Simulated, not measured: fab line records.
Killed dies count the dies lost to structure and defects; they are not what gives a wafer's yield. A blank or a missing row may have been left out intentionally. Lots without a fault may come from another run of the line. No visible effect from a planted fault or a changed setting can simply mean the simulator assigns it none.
Matching of chambers	flow n5_finfet	3 sister chambers for N5_BEOL_M5_CURE_79 on uv_cure-02
The step cures SiCOH lowk, time 240 s. 3 wafers are shown with their chamber, then 7 later ones without.

WAFERS, EACH WITH ITS CHAMBER
wafer	chamber	wafer_temp_C_max
L075.4	2	387.5
L088.4	1	387.6
L089.3	0	387.4

WAFERS MISSING THEIR CHAMBER
wafer	wafer_temp_C_max
L089.6	386.7
L092.1	388.4
L092.2	387.4
L092.3	386.8
L093.1	386.6
L093.2	386.7
L093.4	386.5

WHICH CHAMBER EACH WENT THROUGH
wafer	from the rows above	in truth
L089.6	can't be placed: 0 or 2 or 1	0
L092.1	can't be placed: 1 or 2 or 0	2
L092.2	can't be placed: 0 or 2 or 1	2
L092.3	can't be placed: 0 or 2 or 1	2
L093.1	can't be placed: 0 or 2 or 1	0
L093.2	can't be placed: 0 or 2 or 1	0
L093.4	can't be placed: 0 or 2 or 1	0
Placed correctly: 0 of 7. These rows do not allow placing 7 (true chamber among the candidates in 7). Placed wrongly: 0.
How it was worked out, from the rows above alone: a wafer's distance from a chamber is the root of the sum, over the readings, of the square of ((its reading less the chamber's mean) divided by the reading's scatter). If the next closest chamber is less than 2 further off than the closest, the wafer can't be placed; otherwise it belongs to the closest. For every chamber, the mean is computed from those of its wafers that are shown. The scatter: root of mean squared gap, hidden wafer to nearest shown wafer, with one shown wafer a chamber.
